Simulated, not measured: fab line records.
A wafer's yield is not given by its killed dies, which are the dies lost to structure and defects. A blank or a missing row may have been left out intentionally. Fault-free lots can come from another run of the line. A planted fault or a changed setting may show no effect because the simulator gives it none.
fab line records    flow n5_finfet
record: lots: 11  wafers: 33  last_day: 18
route steps=1938 shown BEOL_M8@1388 BEOL_M9@1445
lots that met no fault: from a run of the same line without faults
start_h: start of the lot's first displayed wafer, in hours after the record's first day    wait_h: hours since the lot's step before    " same as the row above    L1.1+2: several wafers, shown together as one row    - value missing, or start not given    * or withheld: withheld    < > ~ a bound
route shown NAME@n: a module of which the file shows steps, and the number in the route of the first    usual: average and standard deviation across the fault-free wafers    same: alike in all rows    chamber/n: place in a boat    sites: readings site by site    _std_site: standard deviation of those values    _edge_site: the outer-site mean with the inner-site mean subtracted    radius_mm: for every site, how far away it sits from the centre of the wafer    mask NAME#n: copy n    behind: the last tool/chamber to shape the wafer    hold: the reason the lot was held/the length of the hold in hours/how it ended    device: which transistor (n, p or np) failed to switch    end of line: the route-end tests of the same wafers    a step given without rows: its recipe and nothing more    killed: dies that structure and defects cost at the first sort, which is not the same as the wafer's yield    map: the dies of a wafer, with x for killed, . for not killed, _ for no die there
set.NAME: the setting as run; set.NAME@STEP: as run at that earlier step    model.NAME: the simulator's own value behind a step, which no gauge read
one table for each step of the route and one row for each wafer, over a sample of lots
services: a tool's chamber out of use, with start hour (start_h, from the record's first day; less than 0 if before it), hours out, and reason
== steps ==
step: N5_BEOL_M8_PRE_CLEAN_45
recipe: gas: H2/He  time_s: 30  temp_c: 250
usual: heater_power_w: 327/34
lot.wafer  tool            chamber  start_h  wait_h  heater_power_w
L825.2     pvd_sputter-01  -        221.10   0.0     337
L825.3     "               -        "        "       326
L825.5     "               -        "        "       346
L824.2     pvd_sputter-01  -        221.54   0.0     411
L824.5     "               -        "        "       417
L824.6     "               -        "        "       345
L827.1     pvd_sputter-03  -        239.97   0.0     350
L827.2     "               -        "        "       297
L827.5     "               -        "        "       294
L828.1     pvd_sputter-02  -        244.65   0.0     337
L828.4     "               -        "        "       296
L828.6     "               -        "        "       339
L839.1     pvd_sputter-02  -        312.35   0.0     349
L839.3     "               -        "        "       282
L839.5     "               -        "        "       333
L841.1     pvd_sputter-03  -        320.66   0.0     295
L841.5     "               -        "        "       299
L841.6     "               -        "        "       356
L843.2     pvd_sputter-02  -        324.82   0.0     311
L843.4     "               -        "        "       341
L843.5     "               -        "        "       310
L844.2     pvd_sputter-02  -        340.06   0.0     338
L844.4     "               -        "        "       284
L844.6     "               -        "        "       334
L845.1     pvd_sputter-02  -        350.30   0.0     332
L845.4     "               -        "        "       342
L845.5     "               -        "        "       284
L847.4     pvd_sputter-01  -        354.35   0.0     336
L847.5     "               -        "        "       316
L847.6     "               -        "        "       347
L846.2     pvd_sputter-02  -        354.62   0.0     340
L846.4     "               -        "        "       294
L846.6     "               -        "        "       328
step: N5_BEOL_M9_STRIP_36
recipe: chemistry: N2/H2  power_w: 450  temp_c: 40  pressure_mtorr: 20  rf_frequency_hz: 6e+07  overash_fraction: 0.3  bias_power_w: 7  h2_frac: 0.5  n2_flow_sccm: 200  h2_flow_sccm: 200
usual: drypump_motor_current_A: 5.9/0.41  oes_product_au: 0.78/0.093  power_w: 450.1/1.3  rf_vpp_V: 59.1/1.3  showerhead_plenum_p_Torr: 2.56/0.07  throttle_valve_pct: 23.62/0.3
lot.wafer  tool         chamber  start_h  wait_h  drypump_motor_current_A  oes_product_au  power_w  rf_hours_counter_h  rf_vpp_V  showerhead_plenum_p_Torr  throttle_valve_pct
L824.2     rie_diel-04  3        228.31   0.0     5.3                      0.73            448.6    202                 58.8      2.63                      23.95
L824.5     "            0        "        "       6.1                      0.84            448.9    -                   58.1      2.58                      23.37
L824.6     "            1        "        "       6.3                      0.73            450.8    -                   56.1      2.63                      23.30
L825.2     rie_diel-03  2        228.52   0.0     5.7                      0.80            450.5    86                  57.9      2.46                      23.33
L825.3     "            1        "        "       5.8                      0.69            450.5    215                 57.5      2.63                      23.85
L825.5     "            3        "        "       6.3                      0.93            448.8    -                   59.2      2.59                      23.10
L827.1     rie_diel-04  2        249.46   0.0     6.4                      1.01            451.6    0                   57.8      2.61                      23.63
L827.2     "            1        "        "       6.3                      0.73            449.0    165                 59.9      2.63                      23.31
L827.5     "            3        "        "       5.3                      0.73            449.7    -                   60.0      2.62                      23.97
L828.1     rie_diel-06  2        251.78   0.0     5.5                      0.77            450.9    101                 58.8      2.45                      23.50
L828.4     "            0        "        "       5.4                      0.70            451.8    209                 59.1      2.50                      23.96
L828.6     "            3        "        "       6.0                      0.71            451.3    -                   60.0      2.41                      23.92
L839.1     rie_diel-06  1        319.21   0.0     5.4                      0.72            449.4    182                 58.4      2.53                      24.03
L839.3     "            2        "        "       5.5                      0.75            450.3    123                 58.8      2.45                      23.54
L839.5     "            0        "        "       5.4                      0.68            298.1    -                   60.8      2.49                      23.98
L841.1     rie_diel-06  2        332.15   0.0     5.5                      0.75            449.1    127                 58.5      2.45                      23.54
L841.5     "            0        "        "       5.4                      0.67            296.7    -                   60.0      2.49                      23.98
L841.6     "            1        "        "       5.3                      0.70            450.2    -                   61.2      2.52                      24.06
L843.2     rie_diel-04  2        334.11   0.0     6.4                      0.91            447.8    23                  59.8      2.60                      23.66
L843.4     "            1        "        "       6.3                      0.70            450.6    192                 60.7      2.62                      23.35
L843.5     "            1        "        "       6.3                      0.71            448.6    -                   62.5      2.62                      23.36
L844.2     rie_diel-04  1        345.77   0.0     6.3                      0.71            448.4    196                 59.4      2.62                      23.35
L844.4     "            2        "        "       6.4                      0.93            448.0    27                  58.0      2.60                      23.69
L844.6     "            3        "        "       5.3                      0.72            450.6    -                   59.8      2.61                      23.98
L845.1     rie_diel-03  0        360.39   0.0     6.2                      0.89            449.8    37                  58.6      2.59                      23.77
L845.4     "            3        "        "       6.4                      0.84            450.5    -                   60.8      2.58                      23.15
L845.5     "            2        "        "       5.7                      0.77            449.8    -                   61.7      2.44                      23.36
L847.4     rie_diel-03  0        365.09   0.0     6.2                      0.88            451.5    -                   59.7      2.59                      23.75
L847.5     "            3        "        "       6.3                      0.85            452.0    -                   62.0      2.58                      23.14
L847.6     "            2        "        "       5.7                      0.77            447.8    -                   58.1      2.44                      23.39
L846.2     rie_diel-04  0        365.56   0.0     6.1                      0.79            449.4    124                 58.4      2.56                      23.44
L846.4     "            3        "        "       5.3                      0.70            448.6    242                 57.6      2.61                      23.95
L846.6     "            0        "        "       6.1                      0.80            450.5    -                   58.9      2.56                      23.40
step: N5_BEOL_M9_CD_MEAS_35
recipe: target_cd_nm: 70  target_cd_y_nm: 40  polarity: opening
usual: cd_nm: 69.9/0.68
lot.wafer  tool       chamber  start_h  wait_h  cd_nm
L824.2     cd_sem-01  -        228.68   0.0     70.3
L824.5     "          -        "        "       70.2
L824.6     "          -        "        "       69.7
L825.2     cd_sem-01  -        228.89   0.0     69.7
L825.3     "          -        "        "       70.3
L825.5     "          -        "        "       69.4
L827.1     cd_sem-03  -        249.83   0.0     69.7
L827.2     "          -        "        "       68.3
L827.5     "          -        "        "       69.7
L828.1     cd_sem-02  -        252.14   0.0     70.3
L828.4     "          -        "        "       70.8
L828.6     "          -        "        "       69.5
L839.1     cd_sem-02  -        319.58   0.0     68.7
L839.3     "          -        "        "       69.7
L839.5     "          -        "        "       69.2
L841.1     cd_sem-02  -        332.53   0.0     69.8
L841.5     "          -        "        "       70.4
L841.6     "          -        "        "       69.9
L843.2     cd_sem-03  -        334.49   0.0     68.2
L843.4     "          -        "        "       68.1
L843.5     "          -        "        "       68.1
L844.2     cd_sem-02  -        346.15   0.0     70.1
L844.4     "          -        "        "       70.9
L844.6     "          -        "        "       69.4
L845.1     cd_sem-03  -        360.76   0.0     69.2
L845.4     "          -        "        "       69.1
L845.5     "          -        "        "       70.5
L847.4     cd_sem-02  -        365.44   0.0     69.6
L847.5     "          -        "        "       68.7
L847.6     "          -        "        "       70.2
L846.2     cd_sem-03  -        365.94   0.0     69.9
L846.4     "          -        "        "       70.7
L846.6     "          -        "        "       70.1
step: N5_BEOL_M9_ANNEAL_51
recipe: temp_c: 225  time_s: 90  ambient: N2
usual: anneal_temp_c_max: 225.86/0.23  wafer_temp_C_max: 226.2/0.34
lot.wafer  tool           chamber  start_h  wait_h  anneal_temp_c_max  wafer_temp_C_max
L824.2     rtp_anneal-02  0        232.64   2.1     226.07             226.1
L824.5     "              0        "        "       225.75             226.0
L824.6     "              0        "        "       226.03             226.0
L825.2     rtp_anneal-01  0        232.98   2.3     225.87             226.0
L825.3     "              0        "        "       226.13             226.0
L825.5     "              0        "        "       225.78             226.5
L827.1     rtp_anneal-01  0        251.41   0.1     226.05             226.7
L827.2     "              0        "        "       225.68             226.6
L827.5     "              0        "        "       225.98             226.2
L828.1     rtp_anneal-01  0        253.75   0.1     225.54             226.3
L828.4     "              0        "        "       226.14             226.6
L828.6     "              0        "        "       225.85             226.2
L839.1     rtp_anneal-02  0        322.45   0.9     226.14             226.1
L839.3     "              0        "        "       225.76             226.0
L839.5     "              0        "        "       225.95             226.0
L841.1     rtp_anneal-01  0        335.03   0.1     226.26             226.2
L841.5     "              0        "        "       226.03             226.3
L841.6     "              0        "        "       225.84             226.1
L843.2     rtp_anneal-01  0        338.06   0.1     225.88             226.2
L843.4     "              0        "        "       225.64             226.0
L843.5     "              0        "        "       225.70             227.0
L844.2     rtp_anneal-02  0        349.42   0.1     225.56             225.6
L844.4     "              0        "        "       225.50             225.9
L844.6     "              0        "        "       225.52             226.0
L845.1     rtp_anneal-02  0        364.37   0.1     226.10             226.1
L845.4     "              0        "        "       225.89             226.1
L845.5     "              0        "        "       226.02             225.8
L847.4     rtp_anneal-01  0        366.78   0.2     225.87             226.0
L847.5     "              0        "        "       226.06             226.8
L847.6     "              0        "        "       225.90             225.9
L846.2     rtp_anneal-01  0        367.22   0.2     225.74             225.7
L846.4     "              0        "        "       226.33             226.5
L846.6     "              0        "        "       226.07             226.2
== services ==
tool            chamber  start_h  hours  kind
rie_diel-06     0        211.47   8.5    repair
rie_diel-03     0        224.48   -      clean
rie_diel-03     0        224.48   -      consumable_replace:focus_ring
rie_diel-03     0        224.48   20.7   scheduled_down
rie_diel-03     0        224.48   20.7   vent_cycle
rie_diel-04     2        234.06   -      clean
rie_diel-04     2        234.06   -      consumable_replace:focus_ring
rie_diel-04     2        234.06   14.5   scheduled_down
rie_diel-04     2        234.06   14.5   vent_cycle
rie_diel-03     -        272.06   0.8    repair
pvd_sputter-02  -        305.59   2.2    repair
rie_diel-03     3        317.24   8.8    repair
pvd_sputter-01  -        326.95   3.2    repair
rie_diel-04     3        334.18   5.4    repair
rtp_anneal-01   -        340.42   3.1    pm
rie_diel-06     3        342.84   -      clean
rie_diel-06     3        342.84   -      consumable_replace:esc
rie_diel-06     3        342.84   -      consumable_replace:focus_ring
rie_diel-06     3        342.84   -      consumable_replace:showerhead
rie_diel-06     3        342.84   36.3   scheduled_down
rie_diel-06     3        342.84   36.3   vent_cycle
rtp_anneal-02   -        347.67   0.8    pm
rie_diel-03     1        354.41   -      clean
pvd_sputter-02  -        360.36   9.0    repair
== key ==
first_sign: step: N5_BEOL_M9_STRIP_36  reading: power_w  direction: down  sigmas: 99+  usual: *  struck: *
effect none on later readings
met_at N5_BEOL_M9_STRIP_36
struck_lots L839,L841
struck_wafers L839.5,L841.5
not_acting_at N5_BEOL_M8_PRE_CLEAN_45,N5_BEOL_M9_CD_MEAS_35,N5_BEOL_M9_ANNEAL_51
onset_between 251.78 319.21
fault: kind: process_parameter_drift  tool: rie_diel-06  chamber: 0  onset_h: 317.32  steps: N5_BEOL_M9_STRIP_36  channel: power_w  offset: *  shape: step  end_h: 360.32  acts_in: *  stated: *
